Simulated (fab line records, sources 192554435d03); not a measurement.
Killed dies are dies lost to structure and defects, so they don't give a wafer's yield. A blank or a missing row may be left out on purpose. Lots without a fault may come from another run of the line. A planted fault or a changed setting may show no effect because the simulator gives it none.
A struck lot beside a sound one | flow n5_finfet | 21 steps out of a route of 1938
Sound: wafers L702.3, L702.4, L702.6. Struck: wafers L688.2, L688.3, L688.5. The cause comes at the end.
At each step with rows: each side's tool, then ch and its chambers, then its first start. Under that, the readings that differ: sound wafers | struck wafers | difference of the means | sigmas: that difference in standard deviations of wafers without a fault.
alike: readings whose means differ by less than 2 such deviations, and words and numbers that are the same on both sides. not compared: withheld readings, readings that some wafer has no value for, bounds like >300 that may hide the same value, and numbers for which the record gives no deviation and whose values overlap.
The two part at a step that has a row with sigmas, a row that says differs or no value, or rows on one side only. Numbers that don't overlap but have no deviation are shown without sigmas and don't part them. A reading that every wafer of one side lacks parts them only if that side has two wafers or more.

first, 8 steps without rows for these wafers: N5_BEOL_M6_DESCUM_16 (chemistry O2, time 7.9 s); N5_BEOL_M6_ETCH_61 (etches SiARC in CF4, target depth 45.5 nm, time 75.8 s); N5_BEOL_M6_ETCH_62 (etches SOC in N2/H2, target depth 110 nm, overetch 22 nm, time 165 s); N5_BEOL_M6_STRIP_68 (strips in N2/H2); N5_BEOL_M6_STRIP_67 (strips in CF4); N5_BEOL_M6_HM_OPEN_17 (chemistry Cl2/BCl3, target TiN, target depth 20 nm, overetch 6 nm); N5_BEOL_M6_STRIP_19 (strips in O2); N5_BEOL_M6_COAT_63 (time 60 s, resist thk 60 nm).
N5_BEOL_M6_COAT_64: time 60 s, resist thk 12 nm.
  sound on litho_track-02 ch 0, day 15 00:11; struck on litho_track-02 ch 0, day 11 11:08
  reading                                    | sound                | struck               | difference | sigmas
  spin_speed_rpm (rpm)                       | 1499.9 1499.3 1499.8 | 1294.8 1293.8 1291.0 | -206.5     | -99 or more
  model.SiARC_of_BEOL_M6_COAT_64.thk_nm (nm) | 12 12 12             | 13 13 13             | +1         |
  alike: chill_plate_temp_C
then, 9 steps without rows for these wafers: N5_BEOL_M6_COAT_71 (time 60 s, resist thk 5 nm); N5_BEOL_M6_COAT_22 (resist thk 30 nm); N5_BEOL_M6_EBR_24; N5_BEOL_M6_SOFTBAKE_23 (time 60 s); N5_BEOL_M6_EXPOSE_25 (exposes mask V5, target cd 40 nm); N5_BEOL_M6_PEB_26 (peb time 60 s); N5_BEOL_M6_DEVELOP_27 (develop time 30 s); N5_BEOL_M6_DESCUM_33 (chemistry O2, time 7 s); N5_BEOL_M6_ETCH_72 (etches underlayer in N2/H2, target depth 6.5 nm, time 5.2 s).
N5_BEOL_M6_ETCH_65: etches SiARC in CF4, target depth 15.6 nm, time 26 s.
  sound on rie_diel-05 ch 0,3, day 15 00:46; struck on rie_diel-05 ch 0,1, day 11 11:51
  reading                  | sound          | struck            | difference | sigmas
  etch_rf_on_time_s (s)    | 26.3 26.5 27.0 | 29.7 29.5 29.4    | +2.9       | +3
  model.etch.depth_nm (nm) | 11.96 11.97 12 | 12.98 12.99 12.93 | +0.99      |
  alike: drypump_motor_current_A, mfc_ar_sccm, oes_product_au, rf_vpp_V, showerhead_plenum_p_Torr, throttle_valve_pct
  not compared: rf_hours_counter_h
N5_BEOL_M6_ETCH_66: etches SOC in N2/H2, target depth 80 nm, overetch 16 nm, time 120 s.
  sound on rie_diel-05 ch 0,3, day 15 00:47; struck on rie_diel-05 ch 0,1, day 11 11:53
  reading                                    | sound     | struck  | difference | sigmas
  model.SiARC_of_BEOL_M6_COAT_64.thk_nm (nm) | 6.4 6.4 7 | 8 7.6 8 | +1         |
  alike: drypump_motor_current_A, oes_product_au, rf_vpp_V, showerhead_plenum_p_Torr, throttle_valve_pct
  not compared: rf_hours_counter_h
then, 1 step without rows for these wafers: N5_BEOL_M6_STRIP_69 (strips in N2/H2).

WHERE THEY PART
First at N5_BEOL_M6_COAT_64; last, within this record, at N5_BEOL_M6_ETCH_65. Later steps at which nothing parts them and some readings are alike: N5_BEOL_M6_ETCH_66.

WHY: what the simulator had put in
Process parameter drift: litho_track-02, from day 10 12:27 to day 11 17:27, at N5_BEOL_M6_COAT_64. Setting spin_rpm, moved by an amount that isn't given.
